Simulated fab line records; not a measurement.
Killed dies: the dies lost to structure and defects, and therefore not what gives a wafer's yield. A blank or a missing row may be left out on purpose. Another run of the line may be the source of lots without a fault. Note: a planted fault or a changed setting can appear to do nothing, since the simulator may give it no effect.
One fault seen from 2 desks :: flow nand-harc :: only its own numbers are on each desk; what lay behind them is given at the end

== AT THE METROLOGY DESK ==
Lot by lot, what the gauges showed, no matter which tool ran the lot: averages of those sampled wafers that carry a number. If a lot's mean is further than 4 standard deviations from the usual mean, the lot is out of limits and carries the mark OUT (the distance appears in the brackets).
Columns: A = cd-nm at NHARC_A_CHANNEL_HOLE_D1_CD_MEAS_30, usual 90.5 nm
lot: L578
first seen here: day 10 00:32
A: 90.0

lot: L582
first seen here: day 11 13:10
A: 90.4

lot: L588
first seen here: day 14 02:34
A: 90.3

lot: L593
first seen here: day 16 05:10
A: 90.0

lot: L594
first seen here: day 16 15:16
A: 90.5
Result from this desk: across the 5 lots, nothing is out of limits.

== THE DEFECT DESK ==
Counts from the inspections along the route, per lot, as means over the sampled wafers that have a number. If a lot's mean is further than 4 standard deviations from the usual mean, the lot is out of limits and carries the mark OUT (the distance appears in the brackets).
Columns: A = raw-defect-count at NHARC_A_CHANNEL_HOLE_D1_INSPECT_40, usual 70
lot: L578
first seen here: day 10 00:44
A: 57

lot: L582
first seen here: day 11 13:20
A: 96

lot: L588
first seen here: day 14 02:45
A: 95

lot: L593
first seen here: day 16 05:21
A: 98

lot: L594
first seen here: day 16 15:28
A: 140
Result from this desk: across the 5 lots, nothing is out of limits.

== PUT TOGETHER ==
From the metrology desk's view, nothing was out of limits.
No out-of-limits result turned up at the defect desk.

== WHAT WAS PUT IN BY THE SIMULATOR ==
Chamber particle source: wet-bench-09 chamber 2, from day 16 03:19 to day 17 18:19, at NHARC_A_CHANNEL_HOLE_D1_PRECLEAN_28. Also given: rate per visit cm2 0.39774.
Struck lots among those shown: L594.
